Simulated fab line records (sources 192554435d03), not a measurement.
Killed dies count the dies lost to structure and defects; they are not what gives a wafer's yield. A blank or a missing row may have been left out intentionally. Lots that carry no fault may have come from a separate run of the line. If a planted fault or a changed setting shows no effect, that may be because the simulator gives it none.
A struck lot beside a sound one -- flow n5_finfet -- 17 steps out of a route of 1938
Sound: these wafers, L616.1, L616.4, L616.5. The struck wafers were L626.2, L626.4. The cause is named last.
At each step with rows: each side's tool, then ch and its chambers, then its first start. Under that, the readings that differ: sound wafers -- struck wafers -- difference of the means -- sigmas: that difference in standard deviations of wafers without a fault.
alike: readings with means less than 2 such deviations apart, plus words and numbers identical on both sides. not compared: withheld readings, readings lacking a value on some wafer, bounds such as >300 that could conceal the same value, and numbers that have no deviation in the record and whose values overlap.
Wherever a step has rows on one side only, a row that says differs or no value, or a row with sigmas, the two part there. When numbers do not overlap yet have no deviation, they are printed without sigmas and do not part them. A reading that every wafer of one side lacks parts them only if that side has two wafers or more.

N5_BEOL_M0_CUTY_CD_MEAS_57 targets a cd of 200 nm.
  sound on cd_sem-02 ch 0, day 6 23:25; struck on cd_sem-02 ch 0, day 9 11:28
  alike: cd_nm
N5_BEOL_M0_CUTY_OVL_MEAS_58:
  sound on overlay-02 ch 0, day 6 23:27; struck on overlay-02 ch 0, day 9 11:29
  alike: M0_ABLK_OVL
N5_BEOL_M0_CUTY_INSPECT_59: inspects for defects (macro).
  sound: defect_inspect-02 at day 6 23:29; struck: defect_inspect-02 at day 9 11:31
  alike: raw_defect_count
then, 1 step without rows for these wafers: N5_BEOL_M0_CUTY_DESCUM_61 (chemistry O2, time 7.9 s).
N5_BEOL_M0_CUTY_ETCH_62: etches SiARC in CF4, time 58.5 s.
  sound on rie_diel-03 ch 0,1, day 6 23:33; struck on rie_diel-03 ch 0,2, day 9 11:35
  alike: drypump_motor_current_A, etch_rf_on_time_s, oes_product_au, rf_fwd_power_W, rf_vpp_V, showerhead_plenum_p_Torr, throttle_valve_pct
  not compared: rf_hours_counter_h
then, 3 steps without rows for these wafers: N5_BEOL_M0_CUTY_ETCH_63 (etches SOC in N2/H2, target depth 82.7 nm, overetch 16.5 nm, time 124 s); N5_BEOL_M0_CUTY_STRIP_64 (strips in N2/H2); N5_BEOL_M0_ETCH_138 (etches SiCN in CH3F/O2, target depth 12 nm, time 31.6 s).
N5_BEOL_M0_HM_OPEN_105: chemistry Cl2/BCl3, target TiN, target depth 12 nm.
  sound on rie_metal-03 ch 0,1, day 7 00:58; struck on rie_metal-02 ch 0,1, day 9 12:18
  alike: drypump_motor_current_A, oes_ar_750_au, oes_product_au, rf_fwd_power_W, throttle_valve_pct
  not compared: rf_hours_counter_h
N5_BEOL_M0_STRIP_140: strips in CF4.
  sound on rie_diel-01 ch 0,2, day 7 01:10; struck on rie_diel-05 ch 1,2, day 9 12:29
  alike: drypump_motor_current_A, oes_product_au, rf_fwd_power_W, rf_vpp_V, showerhead_plenum_p_Torr, throttle_valve_pct
  not compared: rf_hours_counter_h
N5_BEOL_M0_STRIP_104: strips in N2/H2.
  sound on rie_diel-01 ch 0,2, day 7 01:11; struck on rie_diel-05 ch 1,2, day 9 12:30
  alike: drypump_motor_current_A, oes_product_au, rf_vpp_V, showerhead_plenum_p_Torr, throttle_valve_pct
  not compared: rf_hours_counter_h
then, 1 step without rows for these wafers: N5_BEOL_M0_WET_ETCH_106 (etches SiO2 in DHF, target depth 130 nm, rinse time 30 s).
N5_BEOL_M0_ETCH_128: etches SiCN in CF4/N2, target depth 12 nm, overetch 5.1 nm, time 21.4 s.
  sound on rie_diel-05 ch 1,2,3, day 7 01:28; struck on rie_diel-05 ch 0,2, day 9 12:37
reading,sound,struck,difference,sigmas
model.TiN_of_BEOL_M0_SAQP_HM_DEP_02.thk_nm (nm),10.8 11.2 11.2,10.2 10,-1.0,
  alike: drypump_motor_current_A, oes_product_au, rf_fwd_power_W, rf_vpp_V, showerhead_plenum_p_Torr, throttle_valve_pct
  not compared: rf_hours_counter_h
N5_BEOL_M0_TRENCH_ETCH_107: etches SiOC in C4F6/O2, target depth 32.8 nm, time 16.4 s.
  sound on rie_diel-05 ch 1,2,3, day 7 01:31; struck on rie_diel-05 ch 0,2, day 9 12:40
reading,sound,struck,difference,sigmas
model.TiN_of_BEOL_M0_SAQP_HM_DEP_02.thk_nm (nm),9.6 10 9.8,8.8 8.6,-1.1,
  alike: drypump_motor_current_A, oes_ar_750_au, oes_product_au, rf_fwd_power_W, rf_vpp_V, showerhead_plenum_p_Torr, throttle_valve_pct
  not compared: rf_hours_counter_h
N5_BEOL_M0_STRIP_142: strips in N2/H2, time 10 s.
  sound on rie_diel-05 ch 1,2,3, day 7 01:32; struck on rie_diel-05 ch 0,2, day 9 12:41
  alike: drypump_motor_current_A, oes_product_au, rf_vpp_V, showerhead_plenum_p_Torr, throttle_valve_pct
  not compared: rf_hours_counter_h
N5_BEOL_M4_RC_MEAS_101:
  sound on prober-02 ch 0, day 9 02:42; struck on prober-02 ch 0, day 11 09:50
  alike: DIBL_N, DIBL_P, IOFF_N, IOFF_P, ION_N, ION_P, SS_N, SS_P, VT_N, VT_P
N5_PASSIVATION_PROBE_49:
  sound wafers here have rows in the record (prober-02, day 13 02:31); struck ones have none

WHERE THEY PART
At N5_PASSIVATION_PROBE_49 and nowhere else, as far as this record goes.

WHY: what the simulator had put in
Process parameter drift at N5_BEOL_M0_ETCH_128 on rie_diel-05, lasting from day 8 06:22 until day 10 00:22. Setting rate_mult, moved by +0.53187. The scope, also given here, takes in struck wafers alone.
